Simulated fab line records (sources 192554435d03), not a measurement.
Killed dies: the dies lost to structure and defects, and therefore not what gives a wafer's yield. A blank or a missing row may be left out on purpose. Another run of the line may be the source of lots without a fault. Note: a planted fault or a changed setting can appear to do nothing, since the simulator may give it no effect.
Split-lot study    flow n5Finfet    39 wafers read from 7 lots, route of 1938 steps

## SPLIT DETAILS
At N5_DUMMY_GATE_ETCH_31 (etches SiO2 in C4F6/O2, target depth 82.5 nm, time 27.5 s), the setting targetDepthA was moved away from the recipe's 825 angstrom on 15 of the 39 wafers read, by -12.6% to +9.3%. For the rest of the wafers, this setting stayed at what the recipe calls for.

The reading is taken at the split's own step.

## THE READING
SOC_of_DUMMY_GATE_COAT_34.thkNm (the simulator's own value, which no gauge read), in nm, at N5_DUMMY_GATE_ETCH_31 (etches SiO2 in C4F6/O2, target depth 82.5 nm, time 27.5 s). There is no usual value for it anywhere in the file. Average 51.8 nm, standard deviation 0.23 nm, over the 24 wafers here run with the recipe.

wafer   tool, chamber at the split  targetDepthA as run, angstrom  against the recipe  SOC_of_DUMMY_GATE_COAT_34.thkNm, nm  against lot-mates on the recipe
L075.1  rieDiel-01, 2               825                            recipe              51.8                                 -
L075.2  rieDiel-01, 1               720.7                          -12.6%              53                                   +1.2
L075.3  rieDiel-01, 0               825                            recipe              51.8                                 -
L075.4  rieDiel-01, 3               720.7                          -12.6%              53.2                                 +1.4
L075.5  rieDiel-01, 2               825                            recipe              51.8                                 -
L075.6  rieDiel-01, 1               720.7                          -12.6%              52.8                                 +1.0
L079.1  rieDiel-01, 3               825                            recipe              51.8                                 -
L079.2  rieDiel-01, 2               759.4                          -8.0%               52.8                                 +0.9
L079.3  rieDiel-01, 1               759.4                          -8.0%               52.4                                 +0.5
L079.4  rieDiel-01, 0               825                            recipe              52                                   -
L079.5  rieDiel-01, 0               759.4                          -8.0%               52.6                                 +0.7
L079.6  rieDiel-01, 3               825                            recipe              51.8                                 -
L083.1  rieDiel-06, 1               825                            recipe              51.8                                 -
L083.2  rieDiel-06, 0               825                            recipe              52                                   -
L083.3  rieDiel-06, 3               789.3                          -4.3%               52.2                                 +0.2
L083.4  rieDiel-06, 2               825                            recipe              52.2                                 -
L083.5  rieDiel-06, 3               789.3                          -4.3%               52.2                                 +0.2
L083.6  rieDiel-06, 0               789.3                          -4.3%               52.4                                 +0.4
L085.1  rieDiel-06, 1               825                            recipe              52                                   -
L085.2  rieDiel-06, 2               825                            recipe              52.2                                 -
L085.3  rieDiel-06, 3               825                            recipe              52                                   -
L085.4  rieDiel-06, 0               825                            recipe              52                                   -
L085.5  rieDiel-06, 1               825                            recipe              51.8                                 -
L085.6  rieDiel-06, 0               825                            recipe              51.8                                 -
L092.1  rieDiel-01, 2               825                            recipe              52                                   -
L092.5  rieDiel-01, 1               825                            recipe              51.6                                 -
L092.6  rieDiel-01, 0               825                            recipe              52.2                                 -
L093.1  rieDiel-01, 0               825                            recipe              51.8                                 -
L093.2  rieDiel-01, 1               901.6                          +9.3%               51                                   -0.7
L093.3  rieDiel-01, 2               901.6                          +9.3%               51                                   -0.7
L093.4  rieDiel-01, 3               825                            recipe              51.6                                 -
L093.5  rieDiel-01, 1               901.6                          +9.3%               50.8                                 -0.9
L093.6  rieDiel-01, 0               825                            recipe              51.8                                 -
L097.1  rieDiel-03, 3               825                            recipe              51.4                                 -
L097.2  rieDiel-03, 1               825                            recipe              51.4                                 -
L097.3  rieDiel-03, 2               825                            recipe              51.4                                 -
L097.4  rieDiel-03, 0               750.4                          -9.0%               52.6                                 +1.2
L097.5  rieDiel-03, 0               750.4                          -9.0%               52.6                                 +1.2
L097.6  rieDiel-03, 1               750.4                          -9.0%               52.2                                 +0.8

FIT RESULTS
A straight line over all 39 wafers: SOC_of_DUMMY_GATE_COAT_34.thkNm changes by -0.0904 nm for each +1% of targetDepthA; r = -0.92; the points scatter about the line by 0.21 nm.
The same after taking each lot's own level away (the mean of its wafers on the recipe; 39 wafers): -0.0952 nm for each +1%; r = -0.95; scatter 0.16 nm.
On that fit, the largest move of targetDepthA shifts the reading by 1.2 nm.
From 51.40 to 52.00 nm: that is the span of the lots' own levels, equal to 2.6 times the standard deviation above.
So the lot-to-lot level changes the slope little: the two slopes agree.
Check: with one of the wafers moved furthest among these (-12.6%) left out of the fit, the line predicts +1.21 nm for it against its lot-mates. It came out at +1.2 nm against them.

## ADDITIONAL SPLITS CARRIED BY THESE WAFERS
Before the reading, these wafers also passed through other splits. Each is held against what the fit with the lots' levels taken away leaves over:
other split on the same wafers  wafers away from the commonest value  r with SOC_of_DUMMY_GATE_COAT_34.thkNm (lot level and that fit taken away)
N5_WELL_APT_EXPOSE_22 doseMj    12                                    +0.08
N5_DUMMY_GATE_ETCH_37 sourceW   15                                    +0.32

## THE WHOLE CHAIN: every reading that the file lists as answering this split, in the file's order
step                   what it does                                               reading                                                                           change (the file's fit)                 r (the file's)
N5_DUMMY_GATE_ETCH_31  etches SiO2 in C4F6/O2, target depth 82.5 nm, time 27.5 s  etch.depthNm (the simulator's own value, which no gauge read)                     +0.823 nm for each +1% of the setting   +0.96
N5_DUMMY_GATE_ETCH_31  etches SiO2 in C4F6/O2, target depth 82.5 nm, time 27.5 s  SOC_of_DUMMY_GATE_COAT_34.thkNm (the simulator's own value, which no gauge read)  -0.0957 nm for each +1% of the setting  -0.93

## THE FILE'S OWN FIT
SOC_of_DUMMY_GATE_COAT_34.thkNm changes by -0.0957 nm for each +1% of targetDepthA, r = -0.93.
